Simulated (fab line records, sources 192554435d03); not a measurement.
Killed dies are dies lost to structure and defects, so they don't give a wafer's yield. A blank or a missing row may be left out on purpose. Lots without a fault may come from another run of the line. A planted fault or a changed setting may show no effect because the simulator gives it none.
fab line records | flow n5_finfet
record lots=7 wafers=39
route steps=1938 shown FIN_SAQP@110 SD_EPI_N@288 HKMG_FIN@401 MOL_CONTACT_COAG@547 BEOL_M0_SAQP@636 BEOL_M2@920 BEOL_M4@1088
start_h: hours from the record's first day to the start of the lot's first wafer shown | wait_h: hours since the lot's step before | " the same as in the row above | L1.1+2: a row that stands for several wafers | - no value, or no start given | * or withheld: withheld | < > ~ a bound
route shown NAME@n: a module of which the file shows steps, and the number in the route of the first | usual: mean/standard deviation of fault-free wafers | same: alike in all rows | chamber/n: place in a boat | sites: the reading at each site | _std_site: their standard deviation | _edge_site: outer sites' mean less inner sites' | radius_mm: how far each site lies from the wafer's centre | mask NAME#n: copy n | behind: the tool/chamber that last shaped the wafer | hold: why the lot was held/for how many hours/how that ended | device: the transistor (n, p or np) that didn't switch | end of line: the same wafers' tests at the end of the route | a step without rows: its recipe alone | killed: dies lost to structure and defects at the first sort, not the wafer's yield | map: a wafer's dies, x killed, . not, _ none there
set.NAME: the setting as run; set.NAME@STEP: as run at that earlier step | model.NAME: the simulator's own value behind a step, which no gauge read
lots whose settings were changed on purpose; a table a step, a row a wafer
## steps
# step N5_FIN_SAQP_DEVELOP_15
# recipe develop_time_s=30 developer=TMAH resist=CAR-ArF dev_temp_c=23 rinse_liquid=diw dry=air_spin
# step N5_SD_EPI_N_EPI_21
# recipe material=Si:P dopant=P temp_c=680 pressure_torr=255 time_s=690
# step N5_HKMG_FIN_DESCUM_53
# recipe chemistry=O2 time_s=7.9 source_power_w=50 bias_power_w=20 pressure_mtorr=20 rf_frequency_hz=2.712e+07 temp_c=40 resist=CAR-ArF o2_flow_sccm=225
# step N5_MOL_CONTACT_COAG_SPUTTER_143
# recipe material=Co target_thk_a=25 temp_c=25 chamber_pressure_pa=0.2
# step N5_BEOL_M0_SAQP_PECVD_96
# recipe material=a-Si target_thk_a=450 temp_c=350 precursor=SiH4/He pressure_torr=3 rf_w=100 time_s=45.2
# step N5_BEOL_M2_SPUTTER_96
# recipe material=Cu target_thk_a=45 temp_c=-20 chamber_pressure_pa=0.07 power_w=withheld time_s=8.29
# step N5_BEOL_M4_SPUTTER_81
# step N5_BEOL_M4_RC_MEAS_101
# usual REXT_N=75.5/1.9 RS_SD_N=28.4/0.46
# columns lot.wafer tool chamber start_h wait_h set.develop_time_s@FIN_SAQP_DEVELOP_15 set.epi_growth_time_s@SD_EPI_N_EPI_21 set.time_s@HKMG_FIN_DESCUM_53 set.target_thk_a@MOL_CONTACT_COAG_SPUTTER_143 set.time_s@BEOL_M0_SAQP_PECVD_96 set.time_s@BEOL_M2_SPUTTER_96 set.time_s@BEOL_M4_SPUTTER_81 REXT_N[ohm.um] RS_SD_N[ohm/sq]
L075.1 prober-02 0 174.00 0.0 30 690 7.9 25 21.99 8.29 8.29 72.7 28.4
L075.2 " 0 " " 30 690 4.967 18.46 45.2 8.29 8.29 74.2 28.7
L075.3 " 0 " " 30 690 7.9 18.46 45.2 8.29 8.29 73.9 28.8
L075.4 " 0 " " 30 690 4.967 18.46 21.99 12.74 8.29 72.9 28.5
L075.5 " 0 " " 30 690 7.9 25 21.99 12.74 8.29 73.0 28.3
L075.6 " 0 " " 30 690 4.967 25 45.2 12.74 8.29 73.5 28.4
L077.1 prober-02 0 191.87 0.0 12.75 690 7.9 25 45.2 4.579 8.29 76.0 28.7
L077.2 " 0 " " 12.75 1009 7.9 25 45.2 4.579 8.29 72.5 22.2
L077.3 " 0 " " 30 690 7.9 25 45.2 8.29 8.29 76.5 29.5
L077.4 " 0 " " 30 1009 7.9 17.45 45.2 4.579 8.29 73.2 22.3
L077.5 " 0 " " 12.75 1009 7.9 17.45 45.2 8.29 8.29 74.2 22.0
L077.6 " 0 " " 30 690 7.9 17.45 45.2 8.29 8.29 75.4 29.1
L082.1 prober-02 0 214.54 0.2 30 690 7.9 25 45.2 8.29 8.29 75.2 28.3
L082.2 " 0 " " 30 690 7.9 25 45.2 8.29 8.29 76.9 28.1
L082.5 " 0 " " 30 690 7.9 25 45.2 8.29 8.29 76.2 28.6
L085.1 prober-02 0 239.84 0.0 38.38 690 4.408 25 36.9 8.29 8.29 75.9 27.7
L085.2 " 0 " " 30 434.3 7.9 25 45.2 8.29 8.29 90.4 41.3
L085.3 " 0 " " 38.38 690 7.9 25 45.2 8.29 8.29 77.8 28.4
L085.4 " 0 " " 38.38 434.3 7.9 25 36.9 8.29 8.29 88.9 41.3
L085.5 " 0 " " 30 690 4.408 25 45.2 8.29 8.29 75.9 27.7
L085.6 " 0 " " 30 434.3 4.408 25 36.9 8.29 8.29 89.3 41.3
L089.1 prober-01 0 263.92 0.0 30 690 7.9 18.78 23.71 8.29 5.014 72.4 27.8
L089.2 " 0 " " 30 690 6.04 25 23.71 8.29 8.29 72.8 28.4
L089.3 " 0 " " 13.61 690 6.04 25 45.2 8.29 8.29 73.1 28.1
L089.4 " 0 " " 13.61 690 6.04 18.78 45.2 8.29 5.014 73.3 28.4
L089.5 " 0 " " 30 690 7.9 18.78 45.2 8.29 8.29 72.2 28.3
L089.6 " 0 " " 13.61 690 7.9 25 23.71 8.29 5.014 72.6 28.0
L095.1 prober-01 0 306.77 0.0 30 690 11.46 29.04 52.08 8.29 8.29 79.2 28.1
L095.2 " 0 " " 30 520.3 7.9 29.04 45.2 11.78 8.29 86.4 34.3
L095.3 " 0 " " 40.49 520.3 11.46 25 52.08 11.78 8.29 85.9 34.6
L095.4 " 0 " " 30 690 7.9 25 52.08 8.29 11.53 79.3 28.3
L095.5 " 0 " " 40.49 520.3 7.9 29.04 45.2 8.29 11.53 88.8 34.8
L095.6 " 0 " " 40.49 690 11.46 25 45.2 11.78 11.53 77.1 28.0
L096.1 prober-01 0 310.95 0.0 30 690 7.9 25 45.2 8.29 13.19 75.5 28.4
L096.2 " 0 " " 42.04 690 12.58 31.26 45.2 8.29 13.19 75.3 28.7
L096.3 " 0 " " 42.04 690 7.9 31.26 30.8 8.29 8.29 74.4 28.5
L096.4 " 0 " " 30 690 7.9 25 45.2 8.29 8.29 75.4 28.6
L096.5 " 0 " " 30 690 12.58 31.26 30.8 8.29 8.29 75.0 28.6
L096.6 " 0 " " 42.04 690 12.58 25 30.8 8.29 13.19 74.7 29.0
## key
split step=N5_FIN_SAQP_DEVELOP_15 setting=develop_time_s stated_as=30
response none clear
split step=N5_SD_EPI_N_EPI_21 setting=epi_growth_time_s stated_as=690
response step=N5_BEOL_M4_RC_MEAS_101 reading=RS_SD_N slope=-0.245 per=1% together_with=all explained=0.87
response step=N5_BEOL_M4_RC_MEAS_101 reading=REXT_N slope=-0.211 per=1% together_with=all explained=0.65
split step=N5_HKMG_FIN_DESCUM_53 setting=time_s stated_as=7.9
response none clear
split step=N5_MOL_CONTACT_COAG_SPUTTER_143 setting=target_thk_a stated_as=25
response none clear
split step=N5_BEOL_M0_SAQP_PECVD_96 setting=time_s stated_as=45.2
response none clear
split step=N5_BEOL_M2_SPUTTER_96 setting=time_s stated_as=8.29
response none clear
split step=N5_BEOL_M4_SPUTTER_81 setting=time_s stated_as=8.29
response none clear
